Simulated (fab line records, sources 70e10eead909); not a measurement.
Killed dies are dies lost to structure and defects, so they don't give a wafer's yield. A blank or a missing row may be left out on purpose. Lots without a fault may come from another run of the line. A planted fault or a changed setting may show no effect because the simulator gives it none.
A struck lot beside a sound one | flow nand_harc | 14 steps out of a route of 1302
Sound: wafers L922.3, L922.4, L922.5. Struck: wafers L920.2, L920.3, L920.5. The cause comes at the end.
At each step with rows: each side's tool, then ch and its chambers, then its first start. Under that, the readings that differ: sound wafers | struck wafers | difference of the means | sigmas: that difference in standard deviations of wafers without a fault.
alike: readings whose means differ by less than 2 such deviations, and words and numbers that are the same on both sides. not compared: withheld readings, readings that some wafer has no value for, bounds like >300 that may hide the same value, and numbers for which the record gives no deviation and whose values overlap.
The two part at a step that has a row with sigmas, a row that says differs or no value, or rows on one side only. Numbers that don't overlap but have no deviation are shown without sigmas and don't part them. A reading that every wafer of one side lacks parts them only if that side has two wafers or more.

NHARC_P_M1_OVL_MEAS_10: pitch 260 nm.
  sound on overlay-02, day 14 13:17; struck on overlay-02, day 13 23:38
  alike: overlay_x_nm, overlay_y_nm
NHARC_P_M1_INSPECT_11:
  sound on defect_inspect-01, day 14 13:19; struck on defect_inspect-02, day 13 23:40
  alike: raw_defect_count
then, 2 steps without rows for these wafers: NHARC_P_M1_DESCUM_14 (chemistry O2, time 3 s); NHARC_P_M1_ETCH_35 (etches the open film in N2/H2, target depth 40 nm, overetch 12 nm, time 43.94 s).
NHARC_P_M1_ETCH_15: etches the open film in C4F8/Ar, target depth 182.5 nm, time 91.2 s.
  sound on rie_diel-07 ch 0,1,3; struck on rie_diel-07 ch 1,2,3
  alike: oes_product_au, rf_vpp_V
  not compared: rf_hours_counter_h
NHARC_P_M1_CD_MEAS_16:
  sound on cd_sem-01, day 14 13:41; struck on cd_sem-01, day 14 00:02
  alike: cd_nm
NHARC_P_M1_STRIP_18: strips in N2/H2.
  sound on rie_diel-07 ch 0,1,3, day 14 13:46; struck on rie_diel-09 ch 1,2, day 14 00:07
  alike: drypump_motor_current_A, oes_product_au, rf_vpp_V, showerhead_plenum_p_Torr, throttle_valve_pct
  not compared: rf_hours_counter_h
NHARC_P_M1_ETCH_28: etches the open film in CF4/N2, target depth 30 nm, time 72.99 s.
  sound on rie_diel-07 ch 0,2; struck on rie_diel-09 ch 0,1
  alike: drypump_motor_current_A, oes_product_au, rf_vpp_V, showerhead_plenum_p_Torr, throttle_valve_pct
  not compared: rf_hours_counter_h
then, 2 steps without rows for these wafers: NHARC_P_M1_STRIP_19 (strips in post etch residue remover, time 600 s); NHARC_P_M1_DEGAS_29 (time 60 s).
NHARC_P_M1_PRE_CLEAN_30: time 30 s.
  sound on pvd_sputter-02; struck on pvd_sputter-01
  alike: heater_power_w
NHARC_P_M1_PVD_20: deposits TaN, target thk 5 nm, time 8.06 s.
  sound on pvd_sputter-02; struck on pvd_sputter-01
  alike: bias_v, cathode_dc_power_W, throttle_valve_pct
NHARC_P_M1_PVD_21: deposits Cu, target thk 30 nm, time 20.49 s.
  sound on pvd_sputter-02, day 14 14:42; struck on pvd_sputter-01, day 14 00:58
  no value came back on the struck wafers for cathode_dc_power_W (W), chamber_pressure_pa (Pa), throttle_valve_pct (%); on the sound wafers cathode_dc_power_W (W) reads 5000.8 4999.1 5001.3
then, 1 step without rows for these wafers: NHARC_P_M1_ECD_22 (material Cu, target thk 400 nm).

WHERE THEY PART
Only at NHARC_P_M1_PVD_21, within this record.

WHY: what the simulator had put in
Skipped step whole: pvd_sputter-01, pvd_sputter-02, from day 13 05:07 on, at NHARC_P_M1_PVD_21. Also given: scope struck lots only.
